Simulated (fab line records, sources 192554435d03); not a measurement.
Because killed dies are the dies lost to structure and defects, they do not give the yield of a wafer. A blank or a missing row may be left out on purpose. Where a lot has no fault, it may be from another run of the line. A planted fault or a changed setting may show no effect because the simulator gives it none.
fab line records	flow n5-finfet
record: lots: 12	wafers: 33	last-day: 18
route steps=1938 shown BEOL_M14@1747 PASSIVATION@1936
lots untouched by any fault: they come from a run of this same line in which no faults occurred
start-h: the number of hours between the record's first day and the start of the first shown wafer of the lot	wait-h: how many hours have passed since the lot's step before this one	" repeats the value in the row above	L1.1+2: a single row standing in for several wafers	- no value, or no start was given	* or withheld: withheld	< > ~ a bound
route shown NAME@n: a module of which the file shows steps, and the number in the route of the first	usual: mean and standard deviation over wafers with no fault	same: alike in all rows	chamber/n: place in a boat	sites: each site's reading	_std_site: standard deviation of those values	_edge_site: the outer-site mean with the inner-site mean subtracted	radius-mm: for every site, how far away it sits from the centre of the wafer	mask NAME#n: copy n	behind: the last tool/chamber to shape the wafer	hold: the reason the lot was held/the length of the hold in hours/how it ended	device: the transistor (n, p or np) that didn't switch	end of line: the tests these same wafers got at the end of their route	a step without rows: its recipe alone	killed: count of dies lost to structure and defects at first sort (not the wafer's yield)	map: shows each die of a wafer: x if killed, . if not, _ if none is there
set.NAME: the run value of the setting; set.NAME@STEP: its run value at that earlier step	model.NAME: the simulator's own value behind a step, which no gauge read
steps of the route over a sample of lots; a table a step, a row a wafer
services: the hour from which a tool's chamber was out of use, counted from the record's first day as start-h (under 0 if before that day), plus the number of hours and why
== steps ==
step: N5_BEOL_M14_OVL_MEAS_29
recipe: points-per-wafer: 44
usual: M14_OVL: -3/4.5
lot.wafer	tool	chamber	start-h	wait-h	M14_OVL[nm]
L458.1	overlay-01	0	279.53	0.0	-8
L458.3	"	0	"	"	-9
L458.5	"	0	"	"	-4
L457.2	overlay-02	0	282.09	0.0	-3
L457.3	"	0	"	"	0
L457.5	"	0	"	"	-5
L461.1	overlay-02	0	288.80	0.0	-3
L461.3	"	0	"	"	-2
L461.5	"	0	"	"	-5
L462.2	overlay-01	0	290.25	0.0	-1
L462.4	"	0	"	"	-5
L462.6	"	0	"	"	-5
L463.3	overlay-02	0	292.60	0.0	7
L463.5	"	0	"	"	9
L463.6	"	0	"	"	-4
L464.2	overlay-02	0	307.69	0.0	-10
L464.4	"	0	"	"	-5
L464.6	"	0	"	"	-7
L469.1	overlay-02	0	339.12	0.0	-5
L469.6	"	0	"	"	1
L470.2	overlay-01	0	350.96	0.0	4
L470.3	"	0	"	"	-4
L472.1	overlay-02	0	353.61	0.0	-4
L472.2	"	0	"	"	4
L474.1	overlay-02	0	362.24	0.0	-8
L474.3	"	0	"	"	-7
L474.4	"	0	"	"	-7
L475.1	overlay-01	0	369.78	0.0	2
L475.3	"	0	"	"	-5
L475.4	"	0	"	"	2
L478.2	overlay-02	0	400.71	0.1	-10
L478.4	"	0	"	"	-10
L478.5	"	0	"	"	-4
step: N5_BEOL_M14_OCD_MEAS_35
usual: trench-depth-nm: 555/7.7
lot.wafer	tool	chamber	start-h	wait-h	trench-depth-nm
L458.1	ocd-02	-	280.20	0.0	560
L458.3	"	-	"	"	566
L458.5	"	-	"	"	578
L457.2	ocd-01	-	282.79	0.0	550
L457.3	"	-	"	"	567
L457.5	"	-	"	"	553
L461.1	ocd-01	-	289.47	0.0	560
L461.3	"	-	"	"	576
L461.5	"	-	"	"	563
L462.2	ocd-01	-	290.95	0.0	553
L462.4	"	-	"	"	579
L462.6	"	-	"	"	555
L463.3	ocd-02	-	293.27	0.0	556
L463.5	"	-	"	"	555
L463.6	"	-	"	"	550
L464.2	ocd-01	-	308.40	0.0	554
L464.4	"	-	"	"	543
L464.6	"	-	"	"	548
L469.1	ocd-02	-	340.05	0.0	570
L469.6	"	-	"	"	560
L470.2	ocd-02	-	351.64	0.0	554
L470.3	"	-	"	"	569
L472.1	ocd-02	-	354.42	0.0	565
L472.2	"	-	"	"	554
L474.1	ocd-01	-	363.38	0.0	547
L474.3	"	-	"	"	555
L474.4	"	-	"	"	551
L475.1	ocd-02	-	370.56	0.0	558
L475.3	"	-	"	"	554
L475.4	"	-	"	"	546
L478.2	ocd-01	-	401.41	0.0	557
L478.4	"	-	"	"	565
L478.5	"	-	"	"	549
step: N5_BEOL_M14_ETCH_38
recipe: chemistry: CF4/N2	target: SiCN	target-depth-a: 1065	taper-deg: 2	time-s: 120.6	ion-energy-ev: 150	mask-material: SiO2	pressure-mtorr: 40	source-w: 430	bias-w: 70	Ar_flow_sccm: 100	cf4-flow-sccm: 60	n2-flow-sccm: 60
usual: chamber-pressure-mTorr: 40.00/0.036	drypump-motor-current-A: 5.8/0.47	n2-flow-sccm: 60.00/0.21	oes-product-au: 0.79/0.064	rf-fwd-power-W: 428.5/1.4	rf-vpp-V: 381.8/1.9	showerhead-plenum-p-Torr: 2.19/0.069	throttle-valve-pct: 15.41/0.23
lot.wafer	tool	chamber	start-h	wait-h	chamber-pressure-mTorr	drypump-motor-current-A	n2-flow-sccm	oes-product-au	rf-fwd-power-W	rf-hours-counter-h	rf-vpp-V	showerhead-plenum-p-Torr	throttle-valve-pct
L458.1	rie-diel-06	0	285.99	-	39.95	5.3	60.06	0.80	429.7	121	384.8	2.31	15.58
L458.3	"	2	"	"	40.03	5.7	59.86	0.86	427.3	44	382.4	2.16	15.22
L458.5	"	0	"	"	39.97	5.3	60.22	0.80	432.1	-	385.3	2.31	15.56
L457.2	rie-diel-05	2	286.12	-	40.06	5.1	59.60	0.86	431.4	46	381.3	2.15	15.16
L457.3	"	1	"	"	40.06	5.9	60.03	0.83	426.0	86	381.1	2.14	15.43
L457.5	"	2	"	"	39.97	5.1	59.75	0.86	430.8	-	379.9	2.15	15.16
L461.1	rie-diel-04	1	289.57	-	39.98	5.3	60.08	0.78	429.4	114	384.3	2.31	15.54
L461.3	"	3	"	"	39.99	5.9	60.11	0.82	429.1	64	383.7	2.23	15.32
L461.5	"	2	"	"	40.06	5.5	60.20	0.69	429.3	-	382.9	2.20	15.83
L462.2	rie-diel-06	2	292.52	-	40.04	5.7	60.20	0.84	430.9	46	379.6	2.16	15.22
L462.4	"	1	"	"	39.93	6.0	59.98	0.69	428.6	236	378.8	2.09	15.50
L462.6	"	1	"	"	40.02	6.0	59.49	0.69	429.6	-	380.0	2.09	15.51
L463.3	rie-diel-05	2	296.96	-	40.09	5.1	60.17	0.85	429.0	51	383.0	2.15	15.16
L463.5	"	0	"	"	39.97	6.0	60.35	0.84	428.2	-	380.3	2.16	15.51
L463.6	"	1	"	"	39.96	5.9	60.04	0.83	429.2	-	382.1	2.14	15.46
L464.2	rie-diel-05	0	310.12	-	40.02	6.0	59.80	0.84	426.8	65	381.4	2.15	15.51
L464.4	"	1	"	"	40.04	5.9	59.59	0.82	428.3	93	380.6	2.14	15.46
L464.6	"	3	"	"	40.03	6.6	59.78	0.73	428.2	-	382.8	2.20	15.63
L469.1	rie-diel-05	3	340.21	-	40.02	6.6	60.07	1.01	428.8	206	381.3	2.20	15.66
L469.6	"	0	"	"	40.03	6.0	60.37	0.81	427.8	-	380.2	2.15	15.55
L470.2	rie-diel-05	3	359.00	-	39.98	6.6	60.07	1.01	427.4	213	381.8	2.20	15.69
L470.3	"	2	"	"	40.02	5.1	60.40	0.82	427.2	75	379.9	2.14	15.21
L472.1	rie-diel-05	3	359.20	-	39.96	6.6	60.12	1.00	430.2	213	381.9	2.20	15.66
L472.2	"	2	"	"	40.02	5.1	59.92	1.18	429.9	75	380.7	2.14	15.22
L474.1	rie-diel-04	2	365.24	-	39.96	5.5	60.33	0.66	429.5	247	381.9	2.19	15.90
L474.3	"	3	"	"	40.06	5.9	60.19	0.79	427.6	92	382.0	2.22	15.38
L474.4	"	1	"	"	40.02	5.3	59.82	0.75	430.6	141	384.0	2.30	15.60
L475.1	rie-diel-06	3	377.40	-	39.91	5.4	59.75	0.77	427.4	112	380.3	2.14	15.15
L475.3	"	2	"	"	39.98	5.8	59.99	0.79	429.4	77	380.9	2.14	15.31
L475.4	"	1	"	"	40.02	6.0	60.16	1.01	429.4	2	386.1	2.35	15.04
L478.2	rie-diel-04	0	403.29	-	40.02	6.7	60.39	0.87	428.7	46	386.3	2.33	15.02
L478.4	"	3	"	"	40.04	5.9	59.72	0.79	430.6	-	382.0	2.22	15.37
L478.5	"	1	"	"	40.00	5.3	59.99	0.75	428.7	-	383.4	2.29	15.61
step: N5_BEOL_M14_SPUTTER_44
recipe: material: Ta	target-thk-a: 150	temp-c: 50	bias-v: 80	power-w: 15000	chamber-pressure-pa: 0.07	time-s: 24.19
usual: throttle-valve-pct: 30.2/1.4
lot.wafer	tool	chamber	start-h	wait-h	throttle-valve-pct
L458.1	pvd-sputter-01	-	286.66	0.0	30.5
L458.3	"	-	"	"	30.0
L458.5	"	-	"	"	29.3
L457.2	pvd-sputter-03	-	286.67	0.0	31.4
L457.3	"	-	"	"	29.2
L457.5	"	-	"	"	31.0
L461.1	pvd-sputter-01	-	290.26	0.0	29.6
L461.3	"	-	"	"	30.0
L461.5	"	-	"	"	30.2
L462.2	pvd-sputter-02	-	293.19	0.0	28.7
L462.4	"	-	"	"	31.1
L462.6	"	-	"	"	28.7
L463.3	pvd-sputter-03	-	297.88	0.0	31.2
L463.5	"	-	"	"	30.0
L463.6	"	-	"	"	31.1
L464.2	pvd-sputter-02	-	310.81	0.0	28.4
L464.4	"	-	"	"	31.0
L464.6	"	-	"	"	31.2
L469.1	pvd-sputter-02	-	340.67	0.0	32.8
L469.6	"	-	"	"	28.3
L470.2	pvd-sputter-02	-	359.61	0.0	28.9
L470.3	"	-	"	"	32.7
L472.1	pvd-sputter-02	-	359.93	0.0	28.1
L472.2	"	-	"	"	30.8
L474.1	pvd-sputter-03	-	365.88	0.0	31.2
L474.3	"	-	"	"	30.3
L474.4	"	-	"	"	28.9
L475.1	pvd-sputter-02	-	378.10	0.0	28.2
L475.3	"	-	"	"	28.9
L475.4	"	-	"	"	32.7
L478.2	pvd-sputter-01	-	403.97	0.0	29.6
L478.4	"	-	"	"	29.0
L478.5	"	-	"	"	29.3
step: N5_PASSIVATION_PROBE_49
usual: defect-limited-yield: 91.3/1.4	killed_at_M0_to_M3: 33/10	killed_at_M4_up: 15/6.1	killed-at-contacts: 12/6.7	killed-at-front-end: 39/11	killed-at-other: 4/3.3	killed-dies: 103/16	killed-open: 68/12	killed-short: 34/7.2	sort_bin_5_function: 5.1/0.88	sort_bin_6_memory: 3.3/0.67	sort-n-pass: 1077/16	sort-yield-pct: 91.3/1.4
same: gross-dies: 1180	killed-at-back-side: 0	sort_bin_4_leakage[%]: 0	sort_bin_8_speed[%]: 0
lot.wafer	tool	chamber	start-h	wait-h	defect-limited-yield[%]	killed_at_M0_to_M3	killed_at_M4_up	killed-at-contacts	killed-at-front-end	killed-at-other	killed-dies	killed-open	killed-short	sort_bin_5_function[%]	sort_bin_6_memory[%]	sort-n-pass	sort-yield-pct[%]
L462.2	prober-02	-	329.22	0.1	90.3	26	26	4	57	1	114	87	27	5.6	3.9	1066	90.3
L462.4	prober-02	-	329.32	0.2	90.2	34	18	8	53	3	116	74	42	5.9	3.5	1064	90.2
L462.6	prober-02	-	329.42	0.3	90.4	31	28	7	47	0	113	77	35	4.8	4.3	1067	90.4
L469.1	prober-02	-	362.78	0.0	89.8	36	25	8	50	1	120	84	36	6.0	4.1	1060	89.8
killed by level:class
L462.2 FIN_SAQP:geometric-particle:open=16 BEOL_M4:geometric-particle:open=14 STI_FIN_REVEAL:geometric-particle:open=12 FIN_SAQP:geometric-particle:short=9 BEOL_M0:geometric-particle:open=7 BEOL_M8:geometric-particle:open=6 BEOL_M1:geometric-particle:open=4 BEOL_M2:geometric-particle:open=4
L462.4 GATE_CUT:geometric-particle:short=9 BEOL_M1:geometric-particle:open=9 FIN_SAQP:geometric-particle:open=8 BEOL_M2:geometric-particle:open=7 BEOL_M4:geometric-particle:open=7 STI_FIN_REVEAL:geometric-particle:open=6 MOL_CONTACT_COAG:geometric-particle:open=6 STARTING-WAFER:geometric-particle:short=6
L462.6 BEOL_M4:geometric-particle:open=18 FIN_SAQP:geometric-particle:open=11 GATE_CUT:geometric-particle:short=8 FIN_SAQP:geometric-particle:short=7 MOL_CONTACT_COAG:geometric-particle:open=6 BEOL_M0_SAQP:geometric-particle:short=6 BEOL_M1:geometric-particle:open=6 BEOL_M3:geometric-particle:open=6
L469.1 BEOL_M4:geometric-particle:open=15 FIN_SAQP:geometric-particle:short=14 BEOL_M2:geometric-particle:open=10 BEOL_M1:geometric-particle:open=9 FIN_SAQP:geometric-particle:open=8 DUMMY_GATE:geometric-particle:open=8 MOL_CONTACT_COAG:geometric-particle:open=8 STI_FIN_REVEAL:geometric-particle:open=6
== services ==
tool	chamber	start-h	hours	kind
rie-diel-05	-	270.27	0.2	repair
pvd-sputter-02	-	281.56	1.6	repair
rie-diel-04	3	294.87	1.6	repair
rie-diel-04	0	297.11	5.5	repair
rie-diel-06	1	343.84	-	clean
rie-diel-06	1	343.84	-	consumable-replace:focus-ring
rie-diel-06	1	343.84	-	consumable-replace:showerhead
rie-diel-06	1	343.84	30.5	scheduled-down
rie-diel-06	1	343.84	30.5	vent-cycle
rie-diel-04	2	385.02	-	clean
rie-diel-04	2	385.02	-	consumable-replace:focus-ring
rie-diel-04	2	385.02	27.7	scheduled-down
rie-diel-04	2	385.02	27.7	vent-cycle
== key ==
first-sign: step: N5_BEOL_M14_ETCH_38	reading: oes-product-au	direction: up	sigmas: 4	usual: 0.79	struck: 1.05
effect none on later readings
met-at N5_BEOL_M14_ETCH_38
struck-lots L469,L470,L472
struck-wafers L469.1,L470.2,L472.1,L472.2
not-acting-at N5_BEOL_M14_OVL_MEAS_29,N5_BEOL_M14_OCD_MEAS_35,N5_BEOL_M14_SPUTTER_44
onset-between 310.12 340.21
fault: kind: process-parameter-drift	tool: rie-diel-05	chamber: -	onset-h: 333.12	steps: N5_BEOL_M14_ETCH_38	channel: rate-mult	offset: 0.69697	shape: step	end-h: 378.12	scope: struck-wafers-only
